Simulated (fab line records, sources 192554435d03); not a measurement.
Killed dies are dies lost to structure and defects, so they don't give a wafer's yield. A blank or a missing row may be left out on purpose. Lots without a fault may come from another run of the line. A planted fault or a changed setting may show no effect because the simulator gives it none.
fab line records | flow n5_finfet
record lots=7 wafers=19 last_day=18
route steps=1938 shown PASSIVATION@1898
lots that met no fault: from a run of the same line without faults
start_h: hours from the record's first day to the start of the lot's first wafer shown | wait_h: hours since the lot's step before | " the same as in the row above | L1.1+2: a row that stands for several wafers | - no value, or no start given | * or withheld: withheld | < > ~ a bound
route shown NAME@n: a module of which the file shows steps, and the number in the route of the first | usual: mean/standard deviation of fault-free wafers | same: alike in all rows | chamber/n: place in a boat | sites: the reading at each site | _std_site: their standard deviation | _edge_site: outer sites' mean less inner sites' | radius_mm: how far each site lies from the wafer's centre | mask NAME#n: copy n | behind: the tool/chamber that last shaped the wafer | hold: why the lot was held/for how many hours/how that ended | device: the transistor (n, p or np) that didn't switch | end of line: the same wafers' tests at the end of the route | a step without rows: its recipe alone | killed: dies lost to structure and defects at the first sort, not the wafer's yield | map: a wafer's dies, x killed, . not, _ none there
set.NAME: the setting as run; set.NAME@STEP: as run at that earlier step | model.NAME: the simulator's own value behind a step, which no gauge read
lots at some steps of the route; a table a step, a row a wafer
services: from which hour (start_h, from the record's first day; less than 0 if before it) a tool's chamber was out of use, for how many hours, and why
## steps
# step N5_PASSIVATION_COAT_24
# recipe spin_rpm=3000 resist_thk_nm=withheld
# step N5_PASSIVATION_EBR_26
# recipe solvent=PGMEA ebr_width_mm=1.5
# step N5_PASSIVATION_SOFTBAKE_25
# recipe temp_c=100 time_s=90
# step N5_PASSIVATION_EXPOSE_27
# recipe mask_id=PAD na=0.55 source_shape=conventional sigma_outer=0.8 polarization=unpolarized defocus_nm=0 dose_mj=32.3
# step N5_PASSIVATION_PEB_28
# recipe peb_temp_c=withheld peb_time_s=*
# step N5_PASSIVATION_DEVELOP_29
# recipe develop_time_s=60 rinse_liquid=diw dry=air_spin dev_temp_c=21
# step N5_PASSIVATION_HARDBAKE_31
# recipe temp_c=130 time_s=120
# step N5_PASSIVATION_CD_MEAS_30
# recipe target_cd_nm=4000 landing_energy_ev=500 detector=se_inlens polarity=opening
# usual cd_nm=4000/3.4
# columns lot.wafer tool chamber start_h wait_h cd_nm
L288.1 cd_sem-01 0 261.32 - 4002
L288.2 " 0 " " 3999
L288.6 " 0 " " 4003
L293.1 cd_sem-02 0 306.31 - 4000
L293.5 " 0 " " 4002
L293.6 " 0 " " 4003
L301.3 cd_sem-01 0 351.61 - 3994
L301.4 " 0 " " 3997
L301.6 " 0 " " 3999
L300.1 cd_sem-02 0 356.17 - 4000
L300.2 " 0 " " 4000
L300.6 " 0 " " 3999
L308.1 cd_sem-01 0 397.27 - 4000
L308.3 " 0 " " 4001
L306.2 cd_sem-01 0 401.24 - 3996
L306.3 " 0 " " 3991
L306.6 " 0 " " 3996
L310.3 cd_sem-01 0 425.76 - 3996
L310.6 " 0 " " 3996
# step N5_PASSIVATION_OVL_MEAS_63
# recipe points_per_wafer=44
# usual PAD_OVL=4/5.3
# columns lot.wafer tool chamber start_h wait_h PAD_OVL[nm]
L288.1 overlay-01 0 261.35 0.0 16
L288.2 " 0 " " 6
L288.6 " 0 " " 3
L293.1 overlay-01 0 306.34 0.0 4
L293.5 " 0 " " 1
L293.6 " 0 " " -1
L301.3 overlay-01 0 351.63 0.0 1
L301.4 " 0 " " 7
L301.6 " 0 " " 5
L300.1 overlay-02 0 356.20 0.0 1
L300.2 " 0 " " -6
L300.6 " 0 " " -1
L308.1 overlay-01 0 397.30 0.0 -4
L308.3 " 0 " " -5
L306.2 overlay-01 0 401.27 0.0 8
L306.3 " 0 " " 8
L306.6 " 0 " " 6
L310.3 overlay-02 0 425.79 0.0 4
L310.6 " 0 " " 4
# step N5_PASSIVATION_INSPECT_64
# recipe mode=adi inspect_instrument=macro
# usual raw_defect_count=2.0/1.4
# columns lot.wafer tool chamber start_h wait_h raw_defect_count
L288.1 defect_inspect-02 - 262.68 1.3 3
L288.2 " - " " 3
L288.6 " - " " 2
L293.1 defect_inspect-02 - 306.36 0.0 3
L293.5 " - " " 4
L293.6 " - " " 4
L301.3 defect_inspect-01 - 351.66 0.0 0
L301.4 " - " " 1
L301.6 " - " " 4
L300.1 defect_inspect-01 - 356.22 0.0 3
L300.2 " - " " 3
L300.6 " - " " 2
L308.1 defect_inspect-02 - 397.33 0.0 4
L308.3 " - " " 3
L306.2 defect_inspect-02 - 401.30 0.0 3
L306.3 " - " " 2
L306.6 " - " " 2
L310.3 defect_inspect-01 - 425.81 0.0 4
L310.6 " - " " 2
# step N5_PASSIVATION_DESCUM_32
# recipe chemistry=O2 time_s=7.9 source_power_w=50 bias_power_w=20 pressure_mtorr=20 rf_frequency_hz=2.712e+07 temp_c=40 o2_flow_sccm=225
# usual bias_power_w=19.99/0.064 drypump_motor_current_A=5.6/0.46 oes_product_au=0.79/0.065 rf_vpp_V=243.0/1.2 showerhead_plenum_p_Torr=2.08/0.062 throttle_valve_pct=20.22/0.21
# columns lot.wafer tool chamber start_h wait_h bias_power_w drypump_motor_current_A oes_product_au rf_hours_counter_h rf_vpp_V showerhead_plenum_p_Torr throttle_valve_pct
L288.1 rie_diel-01 1 262.71 0.0 20.05 5.5 0.87 39 243.4 2.15 20.02
L288.2 " 3 " " 19.93 4.8 0.74 124 243.2 2.06 19.79
L288.6 " 3 " " 19.85 4.8 0.74 - 243.9 2.06 19.80
L293.1 rie_diel-01 0 306.65 0.3 19.91 5.7 0.69 224 244.5 2.15 20.32
L293.5 " 3 " " 19.94 4.8 0.73 - 242.6 2.06 19.84
L293.6 " 2 " " 19.95 5.6 0.84 - 245.6 2.11 20.38
L301.3 rie_diel-04 1 351.69 0.0 20.01 5.2 0.82 75 244.0 2.22 20.25
L301.4 " 0 " " 20.01 5.9 0.84 56 243.3 2.03 20.47
L301.6 " 3 " " 20.00 5.6 0.90 - 244.4 2.14 20.36
L300.1 rie_diel-02 2 356.31 0.1 20.05 6.2 0.78 85 242.6 2.03 20.02
L300.2 " 0 " " 20.00 6.2 0.82 79 243.2 2.00 20.42
L300.6 " 0 " " 19.98 6.2 0.83 - 241.4 1.99 20.42
L308.1 rie_diel-04 2 397.45 0.1 19.94 4.9 0.76 131 243.6 2.10 20.25
L308.3 " 0 " " 20.00 5.8 0.82 75 243.2 2.02 20.50
L306.2 rie_diel-01 1 401.33 0.0 20.02 5.6 0.80 86 244.5 2.13 20.08
L306.3 " 3 " " 19.95 4.8 0.70 176 242.9 2.04 19.88
L306.6 " 3 " " 20.01 4.8 0.69 - 243.7 2.04 19.90
L310.3 rie_diel-02 2 425.84 0.0 20.06 6.2 0.76 110 243.1 2.02 20.08
L310.6 " 1 " " 20.05 5.3 0.73 - 241.2 2.01 20.08
# step N5_PASSIVATION_AL_ETCH_33
# recipe chemistry=Cl2/BCl3 target_depth_a=28000 over_etch_frac=0.15 Cl2_flow_sccm=180 bcl3_flow_sccm=60 target=Al stop_on=TaN time_s=466.7 ion_energy_ev=100 pressure_mtorr=10 icp_w=900 bias_w=100
# usual drypump_motor_current_A=5.5/0.35 oes_product_au=0.73/0.094 throttle_valve_pct=34.1/0.47
# columns lot.wafer tool chamber start_h wait_h drypump_motor_current_A oes_product_au rf_hours_counter_h throttle_valve_pct
L288.1 rie_metal-02 0 262.80 0.1 5.4 0.59 105 34.3
L288.2 " 1 " " 4.9 0.73 31 34.8
L288.6 " 0 " " 5.4 0.59 - 34.3
L293.1 rie_metal-02 0 306.74 0.1 5.4 0.58 108 34.3
L293.5 " 0 " " 5.3 0.58 - 34.3
L293.6 " 1 " " 5.0 0.71 - 34.9
L301.3 rie_metal-01 1 351.96 0.2 5.3 0.69 - 34.3
L301.4 " 0 " " 5.9 0.58 - 34.7
L301.6 " 1 " " 5.3 0.69 - 34.3
L300.1 rie_metal-03 1 356.42 0.1 6.0 0.67 58 33.6
L300.2 " 0 " " 5.6 0.82 8 34.3
L300.6 " 1 " " 6.0 0.68 - 33.6
L308.1 rie_metal-01 0 397.53 0.1 5.9 0.84 3 34.0
L308.3 " 0 " " 5.9 0.85 - 34.0
L306.2 rie_metal-01 1 401.42 0.1 5.3 0.68 43 34.3
L306.3 " 1 " " 5.3 0.69 - 34.3
L306.6 " 0 " " 5.9 0.83 - 34.0
L310.3 rie_metal-01 0 426.06 0.2 5.8 0.82 - 34.0
L310.6 " 0 " " 5.9 0.83 - 34.0
# step N5_PASSIVATION_ETCH_59
# recipe chemistry=Cl2/BCl3 target=TaN target_depth_a=650 time_s=34.9 ion_energy_ev=100 pressure_mtorr=10 icp_w=900 bias_w=100 Cl2_flow_sccm=60 bcl3_flow_sccm=30
# usual drypump_motor_current_A=5.5/0.35 oes_product_au=0.81/0.1 throttle_valve_pct=21.0/0.32
# columns lot.wafer tool chamber start_h wait_h drypump_motor_current_A oes_product_au rf_hours_counter_h throttle_valve_pct model.etch.depth_nm
L288.1 rie_metal-02 0 263.20 0.3 5.3 0.62 105 21.2 60.9
L288.2 " 1 " " 4.9 0.81 31 21.4 65.87
L288.6 " 0 " " 5.3 0.62 - 21.2 61.54
L293.1 rie_metal-02 0 307.14 0.3 5.3 0.62 108 21.2 61.94
L293.5 " 0 " " 5.4 0.62 - 21.2 61.68
L293.6 " 1 " " 4.9 0.80 - 21.4 66.55
L301.3 rie_metal-01 1 352.36 0.2 5.3 0.82 - 20.9 69.75
L301.4 " 0 " " 5.9 0.64 - 21.5 65.08
L301.6 " 1 " " 5.3 0.81 - 20.9 69.16
L300.1 rie_metal-03 1 356.83 0.3 5.9 0.73 58 20.6 63.56
L300.2 " 0 " " 5.6 0.91 8 21.1 66.05
L300.6 " 1 " " 5.9 0.73 - 20.6 63.47
L308.1 rie_metal-01 0 397.93 0.3 5.8 0.96 3 20.9 67.63
L308.3 " 0 " " 5.8 0.96 - 20.9 71.98
L306.2 rie_metal-01 1 401.82 0.3 5.3 0.79 43 20.9 69.19
L306.3 " 1 " " 5.3 0.78 - 21.0 72.89
L306.6 " 0 " " 5.9 0.95 - 20.9 71.07
L310.3 rie_metal-01 0 426.36 0.2 5.9 0.92 - 20.9 69.68
L310.6 " 0 " " 5.9 0.93 - 20.9 70.47
# step N5_PASSIVATION_STRIP_34
# recipe chemistry=O2 power_w=600 temp_c=60 pressure_mtorr=30 rf_frequency_hz=6e+07 bias_power_w=0 overash_fraction=2 o2_flow_sccm=225
# usual drypump_motor_current_A=5.6/0.45 oes_product_au=0.78/0.069 rf_vpp_V=3.6/1.6 showerhead_plenum_p_Torr=2.09/0.059 throttle_valve_pct=16.47/0.2
# same bias_power_w=0
# columns lot.wafer tool chamber start_h wait_h drypump_motor_current_A oes_product_au rf_hours_counter_h rf_vpp_V showerhead_plenum_p_Torr throttle_valve_pct
L288.1 rie_diel-02 2 263.71 0.5 6.2 0.85 48 2.8 2.05 16.22
L288.2 " 1 " " 5.4 0.77 104 1.7 2.03 16.25
L288.6 " 3 " " 6.1 0.68 - 3.8 2.06 16.90
L293.1 rie_diel-02 1 307.27 0.1 5.4 0.76 121 2.1 2.03 16.32
L293.5 " 0 " " 6.2 0.83 - 4.5 2.01 16.65
L293.6 " 1 " " 5.4 0.77 - 2.6 2.03 16.33
L301.3 rie_diel-04 3 352.46 0.1 5.6 0.91 37 3.9 2.14 16.58
L301.4 " 0 " " 5.8 0.85 56 3.2 2.03 16.64
L301.6 " 2 " " 4.9 0.79 - 5.2 2.11 16.43
L300.1 rie_diel-01 2 356.94 0.1 5.6 0.84 93 2.8 2.11 16.65
L300.2 " 0 " " 5.7 0.69 242 3.7 2.15 16.65
L300.6 " 2 " " 5.6 0.80 - 4.2 2.11 16.65
L308.1 rie_diel-02 3 398.05 0.1 6.0 0.97 8 3.0 2.05 16.50
L308.3 " 1 " " 5.4 0.73 152 4.4 2.02 16.37
L306.2 rie_diel-01 1 401.99 0.1 5.6 0.80 86 3.9 2.14 16.30
L306.3 " 2 " " 5.6 0.81 109 6.0 2.11 16.61
L306.6 " 2 " " 5.6 0.79 - 1.4 2.10 16.67
L310.3 rie_diel-04 3 426.45 0.1 5.6 0.84 65 3.4 2.13 16.59
L310.6 " 2 " " 5.0 0.73 - 1.9 2.10 16.47
# step N5_PASSIVATION_PROBE_49
# usual defect_limited_yield=91.5/1.5 killed_at_M0_to_M3=32/10 killed_at_M4_up=13/4.9 killed_at_contacts=13/6.1 killed_at_front_end=38/11 killed_at_other=3/3.2 killed_dies=101/18 killed_open=66/13 killed_short=32/8.3 sort_bin_5_function=5.0/1 sort_bin_6_memory=3.2/0.74 sort_bin_8_speed=0.1/1.1 sort_n_pass=1078/22 sort_yield_pct=91.3/1.9
# same gross_dies=1180 killed_at_back_side=0 sort_bin_4_leakage[%]=0
# columns lot.wafer tool chamber start_h wait_h defect_limited_yield[%] killed_at_M0_to_M3 killed_at_M4_up killed_at_contacts killed_at_front_end killed_at_other killed_dies killed_open killed_short sort_bin_5_function[%] sort_bin_6_memory[%] sort_bin_8_speed[%] sort_n_pass sort_yield_pct[%]
L288.1 prober-01 - 268.79 0.0 92.6 18 16 3 47 3 87 46 27 4.4 2.1 0 1093 92.6
L288.2 prober-01 - 268.84 0.1 92.3 31 7 17 36 0 91 61 29 4.6 3.0 0 1089 92.3
L288.6 prober-01 - 269.04 0.3 93.1 17 14 15 33 3 82 58 22 3.6 3.2 0 1098 93.1
L293.1 prober-01 - 311.47 0.0 88.9 36 11 6 75 3 131 87 39 6.8 4.0 0 1049 88.9
L293.5 prober-01 - 311.67 0.2 91.4 39 12 10 32 9 102 70 25 5.9 2.5 0 1078 91.4
L293.6 prober-01 - 311.72 0.3 89.2 36 13 18 59 2 128 76 48 5.7 4.9 0 1052 89.2
L300.1 prober-02 - 361.15 0.0 91.9 40 14 9 32 1 96 66 27 4.7 3.5 0 1084 91.9
L300.2 prober-02 - 361.20 0.1 91.1 33 15 14 43 0 105 65 30 5.3 2.8 0 1075 91.1
L300.6 prober-02 - 361.40 0.3 90.2 50 15 16 34 1 116 78 38 6.1 3.6 0 1064 90.2
L308.1 prober-02 - 402.51 0.0 92.8 19 18 6 41 1 85 56 28 4.0 2.9 0 1095 92.8
L308.3 prober-02 - 402.61 0.1 90.2 29 10 8 68 1 116 60 37 4.8 3.3 0 1064 90.2
L306.2 prober-01 - 406.21 0.1 91.9 35 14 5 36 5 95 67 28 4.9 2.9 0 1085 91.9
L306.3 prober-01 - 406.26 0.1 92.2 30 10 16 35 1 92 67 16 3.9 3.1 0 1088 92.2
L306.6 prober-01 - 406.41 0.3 92.2 36 8 11 35 2 92 59 32 4.4 3.1 0.4 1083 91.8
L310.3 prober-02 - 430.73 0.1 94.2 33 7 5 22 2 69 40 26 3.4 2.2 0.1 1111 94.2
L310.6 prober-02 - 430.88 0.3 92.3 39 7 18 25 2 91 60 30 4.2 3.4 0.1 1089 92.3
# killed by level:class
L288.1 FIN_SAQP:geometric_particle:short=11 STI_FIN_REVEAL:geometric_particle:open=10 BEOL_M0_SAQP:geometric_particle:open=9 HKMG_FIN:area_etch=9 BEOL_M4:geometric_particle:open=8 BEOL_M0_SAQP:geometric_particle:short=6 BEOL_M7:geometric_particle:open=3 STARTING-WAFER:geometric_particle:open=3
L288.2 MOL_CONTACT_COAG:geometric_particle:open=11 FIN_SAQP:geometric_particle:open=10 BEOL_M0_SAQP:geometric_particle:short=9 FIN_SAQP:geometric_particle:short=8 BEOL_M0_SAQP:geometric_particle:open=8 BEOL_M3:geometric_particle:open=5 MOL_CONTACT_COAG:geometric_particle:short=5 STI_FIN_REVEAL:geometric_particle:open=4
L288.6 FIN_SAQP:geometric_particle:open=12 BEOL_M4:geometric_particle:open=10 MOL_CONTACT_COAG:geometric_particle:open=10 BEOL_M0_SAQP:geometric_particle:short=5 BEOL_M0_SAQP:geometric_particle:open=5 STI_FIN_REVEAL:geometric_particle:open=4 MOL_CONTACT_COAG:geometric_particle:short=4 STARTING-WAFER:geometric_particle:open=4
L293.1 STI_FIN_REVEAL:geometric_particle:open=29 FIN_SAQP:geometric_particle:open=10 FIN_SAQP:geometric_particle:short=10 BEOL_M0:geometric_particle:open=10 BEOL_M4:geometric_particle:open=9 BEOL_M0_SAQP:geometric_particle:short=8 BEOL_M0_SAQP:geometric_particle:open=7 GATE_CUT:geometric_particle:open=5
L293.5 STI_FIN_REVEAL:geometric_particle:open=11 MOL_CONTACT_COAG:geometric_particle:open=9 BEOL_M0_SAQP:geometric_particle:open=9 FIN_SAQP:geometric_particle:open=5 BEOL_M0:geometric_particle:open=5 BEOL_M2:geometric_particle:open=5 BEOL_M3:geometric_particle:open=5 BEOL_M2:geometric_particle:short=4
L293.6 FIN_SAQP:geometric_particle:open=17 FIN_SAQP:geometric_particle:short=16 MOL_CONTACT_COAG:geometric_particle:open=15 BEOL_M0_SAQP:geometric_particle:short=12 STI_FIN_REVEAL:geometric_particle:open=11 BEOL_M0_SAQP:geometric_particle:open=10 BEOL_M2:geometric_particle:open=6 BEOL_M4:geometric_particle:open=5
L300.1 BEOL_M0_SAQP:geometric_particle:short=12 STI_FIN_REVEAL:geometric_particle:open=11 BEOL_M3:geometric_particle:open=9 MOL_CONTACT_COAG:geometric_particle:open=7 FIN_SAQP:geometric_particle:open=5 BEOL_M2:geometric_particle:open=5 BEOL_M5:geometric_particle:open=5 BEOL_M0_SAQP:geometric_particle:open=4
L300.2 FIN_SAQP:geometric_particle:short=13 MOL_CONTACT_COAG:geometric_particle:open=11 BEOL_M0_SAQP:geometric_particle:open=10 HKMG_FIN:area_etch=8 FIN_SAQP:geometric_particle:open=7 BEOL_M3:geometric_particle:open=6 STI_FIN_REVEAL:geometric_particle:open=5 BEOL_M1:geometric_particle:open=5
L300.6 MOL_CONTACT_COAG:geometric_particle:open=14 BEOL_M0_SAQP:geometric_particle:open=14 BEOL_M0_SAQP:geometric_particle:short=10 BEOL_M3:geometric_particle:open=10 FIN_SAQP:geometric_particle:short=6 STI_FIN_REVEAL:geometric_particle:open=6 FIN_SAQP:geometric_particle:open=5 BEOL_M3:geometric_particle:short=5
L308.1 FIN_SAQP:geometric_particle:open=10 FIN_SAQP:geometric_particle:short=7 STI_FIN_REVEAL:geometric_particle:open=6 MOL_CONTACT_COAG:geometric_particle:open=5 BEOL_M0_SAQP:geometric_particle:open=5 BEOL_M3:geometric_particle:open=5 BEOL_M4:geometric_particle:open=4 STARTING-WAFER:geometric_particle:open=4
L308.3 STI_FIN_REVEAL:geometric_particle:open=17 HKMG_FIN:area_etch=14 MOL_CONTACT_COAG:geometric_particle:open=8 GATE_CUT:geometric_particle:short=7 BEOL_M0_SAQP:geometric_particle:short=7 FIN_SAQP:geometric_particle:short=6 FIN_SAQP:geometric_particle:open=5 STARTING-WAFER:geometric_particle:open=5
L306.2 STI_FIN_REVEAL:geometric_particle:open=15 BEOL_M3:geometric_particle:open=10 BEOL_M1:geometric_particle:open=8 GATE_CUT:geometric_particle:short=6 BEOL_M4:geometric_particle:open=6 MOL_CONTACT_COAG:geometric_particle:open=4 BEOL_M0_SAQP:geometric_particle:open=4 BEOL_M0_SAQP:geometric_particle:short=4
L306.3 STI_FIN_REVEAL:geometric_particle:open=14 MOL_CONTACT_COAG:geometric_particle:open=14 BEOL_M1:geometric_particle:open=10 HKMG_FIN:area_etch=9 BEOL_M0_SAQP:geometric_particle:open=7 BEOL_M0_SAQP:geometric_particle:short=5 BEOL_M2:geometric_particle:open=5 BEOL_M4:geometric_particle:open=4
L306.6 STI_FIN_REVEAL:geometric_particle:open=11 FIN_SAQP:geometric_particle:short=10 BEOL_M3:geometric_particle:open=9 FIN_SAQP:geometric_particle:open=8 BEOL_M0_SAQP:geometric_particle:open=7 MOL_CONTACT_COAG:geometric_particle:open=6 BEOL_M1:geometric_particle:open=6 MOL_CONTACT_COAG:geometric_particle:short=5
L310.3 STI_FIN_REVEAL:geometric_particle:open=9 BEOL_M2:geometric_particle:short=9 BEOL_M2:geometric_particle:open=8 BEOL_M3:geometric_particle:open=5 STARTING-WAFER:geometric_particle:open=4 FIN_SAQP:geometric_particle:short=3 MOL_CONTACT_COAG:geometric_particle:open=3 BEOL_M0:geometric_particle:open=3
L310.6 MOL_CONTACT_COAG:geometric_particle:open=17 BEOL_M3:geometric_particle:open=10 BEOL_M0_SAQP:geometric_particle:open=8 BEOL_M0_SAQP:geometric_particle:short=5 BEOL_M2:geometric_particle:short=5 FIN_SAQP:geometric_particle:open=4 FIN_SAQP:geometric_particle:short=4 STI_FIN_REVEAL:geometric_particle:open=4
## services
# columns tool chamber start_h hours kind
rie_metal-01 - 246.65 1.1 repair
rie_diel-04 - 260.98 14.6 pm
rie_diel-04 3 277.80 22.7 repair
rie_diel-04 - 278.13 2.0 repair
rie_metal-01 1 289.45 1.2 repair
rie_diel-04 3 321.91 5.7 repair
rie_diel-01 1 325.21 10.6 repair
rie_diel-02 3 333.97 - clean
rie_diel-02 3 333.97 - consumable_replace:focus_ring
rie_metal-03 - 337.92 0.1 repair
rie_diel-04 1 338.19 8.8 repair
rie_diel-02 1 353.41 5.8 repair
rie_metal-01 0 357.75 - clean
rie_metal-01 0 357.75 16.2 scheduled_down
rie_metal-01 0 357.75 16.2 vent_cycle
rie_diel-01 - 372.40 2.8 pm
rie_diel-01 - 389.62 0.6 repair
rie_diel-04 1 389.83 7.0 repair
rie_diel-01 0 394.29 2.7 repair
rie_diel-02 - 395.15 2.5 repair
rie_diel-01 0 397.01 - clean
rie_diel-01 0 397.01 - consumable_replace:focus_ring
rie_diel-01 0 397.01 18.4 scheduled_down
rie_diel-01 0 397.01 18.4 vent_cycle
## key
first_sign none at tools or gauges
model_effect step=N5_PASSIVATION_ETCH_59 value=etch.depth_nm without=66.98 struck=71.22
met_at N5_PASSIVATION_ETCH_59
struck_wafers L306.3,L306.6,L308.3,L310.3,L310.6
baseline_loss step=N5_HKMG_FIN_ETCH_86 wafers=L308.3
onset_between 352.36 397.93
fault kind=process_parameter_drift tool=rie_metal-01 chamber=- onset_h=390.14 steps=N5_PASSIVATION_ETCH_59 channel=time_s offset=* shape=step end_h=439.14 scope=struck_wafers_only acts_in=* stated=*
# baseline_loss: these wafers lose ten dies or more at that step, a loss of the line's own and not of a fault; the sort's usual values leave them out
